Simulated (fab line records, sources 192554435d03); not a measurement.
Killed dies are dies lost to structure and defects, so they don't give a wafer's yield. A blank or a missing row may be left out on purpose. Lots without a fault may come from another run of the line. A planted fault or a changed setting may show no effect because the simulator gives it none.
Split-lot experiment | flow n5_finfet | 7 lots, 39 wafers read, on a route of 1938 steps

THE SPLIT
At N5_FIN_SAQP_HM_DEP_72 (deposits SiO2 from SiH4/N2O, target thk 12 nm, time 7.2 s), the setting target_thk_a was moved away from the recipe's 120 angstrom on 9 of the 39 wafers read, by -8.8% to +7.1%. The other wafers ran this setting at the recipe's value.

FROM THE SPLIT TO THE READING: what the file shows between them, 4 steps
- N5_FIN_SAQP_COAT_49: time 60 s, resist thk 100 nm
- N5_FIN_SAQP_COAT_50: time 60 s, resist thk 35 nm
- N5_FIN_SAQP_ETCH_52: etches SOC in N2/H2, target depth 100 nm, overetch 20 nm, time 150 s
- N5_FIN_SAQP_STRIP_53: strips in N2/H2

THE READING
etch.depth_nm (the simulator's own value, which no gauge read), in nm, at N5_FIN_SAQP_HM_OPEN_73 (chemistry CHF3/O2, target SiO2, stops on a-Si, target depth 12 nm, time 16.8 s). The file gives no usual value for it. The 30 wafers here that ran the recipe average 12.10 nm, standard deviation 0.21 nm.

wafer  | tool, chamber at the split | target_thk_a as run, angstrom | against the recipe | etch.depth_nm, nm | against lot-mates on the recipe
L075.1 | pecvd-04, 2                | 120                           | recipe             | 12.05             | -
L075.2 | pecvd-04, 1                | 109.5                         | -8.8%              | 10.94             | -1.02
L075.3 | pecvd-04, 0                | 120                           | recipe             | 11.76             | -
L075.4 | pecvd-04, 2                | 109.5                         | -8.8%              | 10.99             | -0.97
L075.5 | pecvd-04, 0                | 109.5                         | -8.8%              | 11.17             | -0.79
L075.6 | pecvd-04, 1                | 120                           | recipe             | 12.08             | -
L078.1 | pecvd-02, 0                | 120                           | recipe             | 11.72             | -
L078.2 | pecvd-02, 1                | 120                           | recipe             | 12.02             | -
L078.3 | pecvd-02, 2                | 120                           | recipe             | 11.89             | -
L078.4 | pecvd-02, 2                | 120                           | recipe             | 11.99             | -
L078.5 | pecvd-02, 1                | 120                           | recipe             | 12.14             | -
L078.6 | pecvd-02, 0                | 120                           | recipe             | 11.84             | -
L080.1 | pecvd-02, 0                | 120                           | recipe             | 11.96             | -
L080.2 | pecvd-02, 2                | 128.5                         | +7.1%              | 12.63             | +0.62
L080.3 | pecvd-02, 1                | 120                           | recipe             | 11.99             | -
L080.4 | pecvd-02, 0                | 128.5                         | +7.1%              | 12.79             | +0.78
L080.5 | pecvd-02, 1                | 120                           | recipe             | 12.09             | -
L080.6 | pecvd-02, 2                | 128.5                         | +7.1%              | 12.9              | +0.89
L084.1 | pecvd-03, 0                | 110.3                         | -8.1%              | 11.05             | -0.99
L084.2 | pecvd-03, 2                | 120                           | recipe             | 11.9              | -
L084.3 | pecvd-03, 1                | 120                           | recipe             | 11.96             | -
L084.4 | pecvd-03, 1                | 110.3                         | -8.1%              | 11.27             | -0.77
L084.5 | pecvd-03, 0                | 110.3                         | -8.1%              | 11.1              | -0.94
L084.6 | pecvd-03, 2                | 120                           | recipe             | 12.25             | -
L085.1 | pecvd-03, 1                | 120                           | recipe             | 12.11             | -
L085.5 | pecvd-03, 0                | 120                           | recipe             | 12.14             | -
L085.6 | pecvd-03, 2                | 120                           | recipe             | 12.19             | -
L088.1 | pecvd-04, 0                | 120                           | recipe             | 11.85             | -
L088.2 | pecvd-04, 1                | 120                           | recipe             | 11.81             | -
L088.3 | pecvd-04, 2                | 120                           | recipe             | 11.96             | -
L088.4 | pecvd-04, 0                | 120                           | recipe             | 12.35             | -
L088.5 | pecvd-04, 2                | 120                           | recipe             | 12.28             | -
L088.6 | pecvd-04, 1                | 120                           | recipe             | 12.24             | -
L095.1 | pecvd-03, 0                | 120                           | recipe             | 12.39             | -
L095.2 | pecvd-03, 1                | 120                           | recipe             | 12.4              | -
L095.3 | pecvd-03, 2                | 120                           | recipe             | 12.19             | -
L095.4 | pecvd-03, 1                | 120                           | recipe             | 12.54             | -
L095.5 | pecvd-03, 0                | 120                           | recipe             | 12.38             | -
L095.6 | pecvd-03, 2                | 120                           | recipe             | 12.45             | -

THE FIT
A straight line over all 39 wafers: etch.depth_nm changes by +0.113 nm for each +1% of target_thk_a; r = +0.91; the points scatter about the line by 0.2 nm.
The same after taking each lot's own level away (the mean of its wafers on the recipe; 39 wafers): +0.108 nm for each +1%; r = +0.95; scatter 0.14 nm.
On that fit, the largest move of target_thk_a shifts the reading by 0.95 nm.
The lots' own levels span 11.933 to 12.392 nm, that is 2.1 times the standard deviation above.
So the lot-to-lot level changes the slope little: the two slopes agree.
Check: with one of the wafers moved furthest among these (-8.8%) left out of the fit, the line predicts -0.934 nm for it against its lot-mates. It came out at -1.02 nm against them.

OTHER SPLITS ON THESE WAFERS
These wafers also went through other splits before the reading. Each is held against what the fit with the lots' levels taken away leaves over:
other split on the same wafers | wafers away from the commonest value | r with etch.depth_nm (lot level and that fit taken away)
N5_WELL_APT_EXPOSE_05 dose_mj  | 6                                    | -0.16

THE WHOLE CHAIN: every reading that the file lists as answering this split, in the file's order
step                   | what it does                                                                   | reading                                                                            | change (the file's fit)               | r (the file's)
N5_FIN_SAQP_HM_DEP_72  | deposits SiO2 from SiH4/N2O, target thk 12 nm, time 7.2 s                      | SiO2_of_FIN_SAQP_HM_DEP_72.thk_nm (the simulator's own value, which no gauge read) | +0.108 nm for each +1% of the setting | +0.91
N5_FIN_SAQP_HM_OPEN_73 | chemistry CHF3/O2, target SiO2, stops on a-Si, target depth 12 nm, time 16.8 s | etch.depth_nm (the simulator's own value, which no gauge read)                     | +0.108 nm for each +1% of the setting | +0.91

THE FILE'S OWN FIT
etch.depth_nm changes by +0.108 nm for each +1% of target_thk_a, r = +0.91.
